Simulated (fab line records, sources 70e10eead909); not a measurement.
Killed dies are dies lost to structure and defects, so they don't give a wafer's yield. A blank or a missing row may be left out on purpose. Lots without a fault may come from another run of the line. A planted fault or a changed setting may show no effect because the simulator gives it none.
Chamber matching | flow nand_harc | NHARC_P_M0_DESCUM_14 on rie_diel-11: 4 sister chambers
The step chemistry O2, time 3 s. 4 wafers are shown with their chamber, then 12 later ones without.

WAFERS WITH THEIR CHAMBER
wafer  | chamber | drypump_motor_current_A (A)
L091.6 | 3       | 4.8
L092.1 | 0       | 6.1
L092.5 | 1       | 4.7
L092.6 | 2       | 6.2

WAFERS WITHOUT THEIR CHAMBER
wafer  | drypump_motor_current_A (A)
L095.1 | 6.1
L095.5 | 4.8
L095.6 | 6.0
L094.2 | 4.8
L094.3 | 6.0
L094.6 | 6.0
L096.3 | 4.7
L096.4 | 4.8
L096.6 | 6.2
L097.3 | 6.0
L097.5 | 4.7
L097.6 | 6.2

WHICH CHAMBER EACH WENT THROUGH
wafer  | from the rows above     | in truth
L095.1 | can't be placed: 0 or 2 | 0
L095.5 | can't be placed: 3 or 1 | 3
L095.6 | can't be placed: 0 or 2 | 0
L094.2 | can't be placed: 3 or 1 | 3
L094.3 | can't be placed: 0 or 2 | 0
L094.6 | can't be placed: 0 or 2 | 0
L096.3 | can't be placed: 1 or 3 | 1
L096.4 | can't be placed: 3 or 1 | 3
L096.6 | can't be placed: 2 or 0 | 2
L097.3 | can't be placed: 0 or 2 | 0
L097.5 | can't be placed: 1 or 3 | 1
L097.6 | can't be placed: 2 or 0 | 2
Placed correctly: 0 of 12. Can't be placed from these rows: 12 (the true chamber is among the candidates in 12). Placed wrongly: 0.
How it was worked out, from the rows above alone: a wafer's distance from a chamber is the root of the sum, over the readings, of the square of ((its reading less the chamber's mean) divided by the reading's scatter). The wafer belongs to the nearest chamber; if the next one is less than 2 further off, it can't be placed. A chamber's mean is the mean of its shown wafers. The scatter: with one shown wafer a chamber, the root of the mean of the squares of how far each hidden wafer lies from its nearest shown one.
